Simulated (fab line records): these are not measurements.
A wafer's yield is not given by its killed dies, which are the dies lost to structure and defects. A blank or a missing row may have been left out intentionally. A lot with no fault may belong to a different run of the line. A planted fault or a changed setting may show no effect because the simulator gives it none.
Lot-split experiment :: flow n5-finfet :: 7 lots, 21 wafers read, on a route of 1938 steps

== ON THE SPLIT ==
At N5_BEOL_M7_EXPOSE_08 (exposes mask M7), the setting dose-mj was moved away from the recipe's 68.25 on 7 of the 21 wafers read, by -5.9% to +7.3%. This setting was run at the recipe's value on the other wafers.

== FROM THE SPLIT TO THE READING: what the file shows between them, 18 steps ==
- N5_BEOL_M7_PEB_09: peb time 60 s
- N5_BEOL_M7_DEVELOP_10: develop time 30 s
- N5_BEOL_M7_CD_MEAS_11: target cd 38.5 nm
- N5_BEOL_M7_ETCH_61: etches SiARC in CF4, target depth 45.5 nm, time 75.8 s (also split here: source-w)
- N5_BEOL_M7_ETCH_62: etches SOC in N2/H2, target depth 110 nm, overetch 22 nm, time 165 s
- N5_BEOL_M7_STRIP_68: strips in N2/H2
- N5_BEOL_M7_STRIP_67: strips in CF4
- N5_BEOL_M7_HM_OPEN_17: chemistry Cl2/BCl3, target TiN, target depth 20 nm, overetch 6 nm
- N5_BEOL_M7_STRIP_19: strips in O2
- N5_BEOL_M7_CD_MEAS_18: pitch 80 nm, target cd 40 nm
- N5_BEOL_M7_DESCUM_33: chemistry O2, time 7 s (also split here: time-s)
- N5_BEOL_M7_ETCH_72: etches underlayer in N2/H2, target depth 6.5 nm, time 5.2 s
- N5_BEOL_M7_ETCH_65: etches SiARC in CF4, target depth 15.6 nm, time 26 s
- N5_BEOL_M7_TRENCH_ETCH_37: etches SiCOH lowk in C4F6/O2, target depth 93.478 nm, time 31.2 s (also split here: bias-w)
- N5_BEOL_M7_ETCH_41: etches SiCN in CH3F/O2, target depth 31.9 nm, time 57.8 s
- N5_BEOL_M7_STRIP_80: strips in N2/H2, time 10 s
- N5_BEOL_M7_PRECLEAN_42: cleans in residue remover, time 60 s
- N5_BEOL_M7_SRD_43: time 30 s

== THE READING ==
At N5_BEOL_M7_CD_MEAS_35: cd-nm in nanometres, against a target cd of 40 nm. Fault-free wafers of this fab line usually give 39.7 nm, standard deviation 0.79 nm.

wafer: L078.3
tool, chamber at the split: arfi-scanner-03, 0
dose-mj as run: 68.25
against the recipe: recipe
cd-nm, nm: 40.2
against lot-mates on the recipe: -

wafer: L078.4
tool, chamber at the split: arfi-scanner-03, 0
dose-mj as run: 73.23
against the recipe: +7.3%
cd-nm, nm: 44.5
against lot-mates on the recipe: +4.3

wafer: L078.6
tool, chamber at the split: arfi-scanner-03, 0
dose-mj as run: 73.23
against the recipe: +7.3%
cd-nm, nm: 44.0
against lot-mates on the recipe: +3.8

wafer: L085.2
tool, chamber at the split: arfi-scanner-02, 0
dose-mj as run: 68.25
against the recipe: recipe
cd-nm, nm: 40.3
against lot-mates on the recipe: -

wafer: L085.3
tool, chamber at the split: arfi-scanner-02, 0
dose-mj as run: 64.19
against the recipe: -5.9%
cd-nm, nm: 35.9
against lot-mates on the recipe: -4.4

wafer: L085.5
tool, chamber at the split: arfi-scanner-02, 0
dose-mj as run: 64.19
against the recipe: -5.9%
cd-nm, nm: 36.6
against lot-mates on the recipe: -3.7

wafer: L084.1
tool, chamber at the split: arfi-scanner-03, 0
dose-mj as run: 68.25
against the recipe: recipe
cd-nm, nm: 39.9
against lot-mates on the recipe: -

wafer: L084.3
tool, chamber at the split: arfi-scanner-03, 0
dose-mj as run: 68.25
against the recipe: recipe
cd-nm, nm: 40.4
against lot-mates on the recipe: -

wafer: L084.5
tool, chamber at the split: arfi-scanner-03, 0
dose-mj as run: 68.25
against the recipe: recipe
cd-nm, nm: 40.0
against lot-mates on the recipe: -

wafer: L087.1
tool, chamber at the split: arfi-scanner-03, 0
dose-mj as run: 68.25
against the recipe: recipe
cd-nm, nm: 39.8
against lot-mates on the recipe: -

wafer: L087.2
tool, chamber at the split: arfi-scanner-03, 0
dose-mj as run: 68.25
against the recipe: recipe
cd-nm, nm: 40.1
against lot-mates on the recipe: -

wafer: L087.6
tool, chamber at the split: arfi-scanner-03, 0
dose-mj as run: 68.25
against the recipe: recipe
cd-nm, nm: 39.3
against lot-mates on the recipe: -

wafer: L091.1
tool, chamber at the split: arfi-scanner-03, 0
dose-mj as run: 68.25
against the recipe: recipe
cd-nm, nm: 40.2
against lot-mates on the recipe: -

wafer: L091.3
tool, chamber at the split: arfi-scanner-03, 0
dose-mj as run: 72.88
against the recipe: +6.8%
cd-nm, nm: 44.1
against lot-mates on the recipe: +3.9

wafer: L091.5
tool, chamber at the split: arfi-scanner-03, 0
dose-mj as run: 72.88
against the recipe: +6.8%
cd-nm, nm: 43.4
against lot-mates on the recipe: +3.2

wafer: L096.1
tool, chamber at the split: arfi-scanner-03, 0
dose-mj as run: 68.25
against the recipe: recipe
cd-nm, nm: 39.4
against lot-mates on the recipe: -

wafer: L096.4
tool, chamber at the split: arfi-scanner-03, 0
dose-mj as run: 68.25
against the recipe: recipe
cd-nm, nm: 40.0
against lot-mates on the recipe: -

wafer: L096.5
tool, chamber at the split: arfi-scanner-03, 0
dose-mj as run: 66.14
against the recipe: -3.1%
cd-nm, nm: 37.2
against lot-mates on the recipe: -2.5

wafer: L097.1
tool, chamber at the split: arfi-scanner-03, 0
dose-mj as run: 68.25
against the recipe: recipe
cd-nm, nm: 38.8
against lot-mates on the recipe: -

wafer: L097.2
tool, chamber at the split: arfi-scanner-03, 0
dose-mj as run: 68.25
against the recipe: recipe
cd-nm, nm: 39.0
against lot-mates on the recipe: -

wafer: L097.4
tool, chamber at the split: arfi-scanner-03, 0
dose-mj as run: 68.25
against the recipe: recipe
cd-nm, nm: 38.8
against lot-mates on the recipe: -

THE FIT
A straight line over all 21 wafers: cd-nm changes by +0.61 nm for each +1% of dose-mj; r = +0.98; the points scatter about the line by 0.52 nm.
The same after taking each lot's own level away (the mean of its wafers on the recipe; 21 wafers): +0.592 nm for each +1%; r = +0.99; scatter 0.35 nm.
According to that fit, moving dose-mj by its largest amount changes the reading by 4.3 nm.
From 38.87 to 40.30 nm: that is the span of the lots' own levels, equal to 1.8 times the standard deviation above.
Consequently the slope shifts little with the lot-to-lot level, the two slopes agreeing.
Check: for one of the wafers moved furthest among these (+7.3%), held out of the fit, the line's prediction against its lot-mates is +4.13 nm. Against them it came out at +4.3 nm.

== OTHER SPLITS ON THESE WAFERS ==
Other splits were also applied to these wafers ahead of the reading. Each is held against what the fit with the lots' levels taken away leaves over:
other split on the same wafers: N5_BEOL_M7_ETCH_61 source-w
wafers away from the commonest value: 7
r with cd-nm (lot level and that fit taken away): +0.02

other split on the same wafers: N5_BEOL_M7_DESCUM_33 time-s
wafers away from the commonest value: 6
r with cd-nm (lot level and that fit taken away): -0.06

other split on the same wafers: N5_BEOL_M7_TRENCH_ETCH_37 bias-w
wafers away from the commonest value: 8
r with cd-nm (lot level and that fit taken away): +0.10

== THE WHOLE CHAIN: every reading that the file lists as answering this split, in the file's order ==
step: N5_BEOL_M7_CD_MEAS_11
what it does: target cd 38.5 nm
reading: cd-nm
change (the file's fit): +0.588 nm for each +1% of the setting
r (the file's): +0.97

step: N5_BEOL_M7_ETCH_61
what it does: etches SiARC in CF4, target depth 45.5 nm, time 75.8 s
reading: BEOL_M7.cd-offset-nm (the simulator's own value, which no gauge read)
change (the file's fit): +0.548 nm for each +1% of the setting
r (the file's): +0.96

step: N5_BEOL_M7_ETCH_62
what it does: etches SOC in N2/H2, target depth 110 nm, overetch 22 nm, time 165 s
reading: BEOL_M7.cd-offset-nm (the simulator's own value, which no gauge read)
change (the file's fit): +0.573 nm for each +1% of the setting
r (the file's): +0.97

step: N5_BEOL_M7_HM_OPEN_17
what it does: chemistry Cl2/BCl3, target TiN, target depth 20 nm, overetch 6 nm
reading: BEOL_M7.cd-offset-nm (the simulator's own value, which no gauge read)
change (the file's fit): +0.579 nm for each +1% of the setting
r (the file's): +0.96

step: N5_BEOL_M7_CD_MEAS_18
what it does: pitch 80 nm, target cd 40 nm
reading: cd-nm
change (the file's fit): +0.557 nm for each +1% of the setting
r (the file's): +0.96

step: N5_BEOL_M7_CD_MEAS_35
what it does: target cd 40 nm
reading: cd-nm
change (the file's fit): +0.589 nm for each +1% of the setting
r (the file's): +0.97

== THE FILE'S OWN FIT ==
cd-nm changes by +0.589 nm for each +1% of dose-mj, r = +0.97.
